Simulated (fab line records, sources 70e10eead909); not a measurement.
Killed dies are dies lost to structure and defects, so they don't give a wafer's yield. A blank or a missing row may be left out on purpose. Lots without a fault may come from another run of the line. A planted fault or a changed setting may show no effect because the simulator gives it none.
Which tool did it? | flow nand_harc | 6 lots, 18 wafers sampled, at 5 steps of a route of 1159

WHAT THE GAUGES READ, wafer by wafer
NHARC_END_SORT_01.
lot  | measured     | on        | killed_at_array
L175 | day 21 19:50 | prober-02 | 28 25 126

WHICH TOOL RAN EACH LOT (tool, then ch and the chambers of the sampled wafers, then the start)
lot  | NHARC_A_CONTACT_DEP_84        | NHARC_A_CONTACT_ETCH_88            | NHARC_A_CONTACT_ETCH_110           | NHARC_A_CONTACT_STRIP_26
L167 | acl_dep-01 ch 0, day 17 06:40 | rie_diel-13 ch 0,1,2, day 17 08:44 | rie_diel-04 ch 0,2, day 17 11:20   | rie_diel-04 ch 2,3, no start
L170 | acl_dep-02 ch 0, day 18 04:39 | rie_diel-01 ch 0,1,3, day 18 06:57 | rie_diel-01 ch 0,1,3, day 18 09:27 | rie_diel-01 ch 0,1,3, no start
L172 | acl_dep-01 ch 0, day 19 00:45 | rie_diel-01 ch 0,1,3, day 19 02:43 | rie_diel-04 ch 0,3, day 19 05:19   | rie_diel-04 ch 0,2,3, no start
L175 | acl_dep-02 ch 0, day 19 09:41 | rie_diel-04 ch 1,2,3, day 19 11:36 | rie_diel-04 ch 0,2,3, day 19 15:00 | rie_diel-04 ch 0,2,3, day 21 19:50 or earlier
L186 | acl_dep-02 ch 0, day 21 18:26 | rie_diel-13 ch 0,1,3, day 21 20:26 | rie_diel-13 ch 0,3, day 21 23:01   | rie_diel-13 ch 0,1, no start
L188 | acl_dep-03 ch 0, day 23 01:59 | rie_diel-01 ch 0,2,3, day 23 04:13 | rie_diel-01 ch 0,1,2, day 23 06:45 | rie_diel-01 ch 1,2,3, no start
- NHARC_A_CONTACT_DEP_84: deposits aC, target thk 2000 nm.
- NHARC_A_CONTACT_ETCH_88: etches the open film in CF4, target depth 39 nm, time 65 s.
- NHARC_A_CONTACT_ETCH_110: etches the open film in CF4/O2, target depth 50 nm, overetch 5 nm, time 27.5 s.
- NHARC_A_CONTACT_STRIP_26: strips in O2.

THE ANSWER, worked out from the rows above alone
Rule: what is usual is taken from the lots themselves. Put in order of their means at a reading, lots are off if they are a third of the lots or fewer, leave a main group of 4 or more, and stand apart from it by a gap of 3 or more times the standard deviation of the main group's means; of several such gaps the widest counts. A main group whose means are all the same, to the digits that the tables above print for the reading, isn't used. A lot without any number at a reading at which 4 lots or more have one is off too. The other lots that the step has rows for count as sound.
No lot is off at any reading shown: from this, nothing can be told.

WHAT THE SIMULATOR HAD PUT IN
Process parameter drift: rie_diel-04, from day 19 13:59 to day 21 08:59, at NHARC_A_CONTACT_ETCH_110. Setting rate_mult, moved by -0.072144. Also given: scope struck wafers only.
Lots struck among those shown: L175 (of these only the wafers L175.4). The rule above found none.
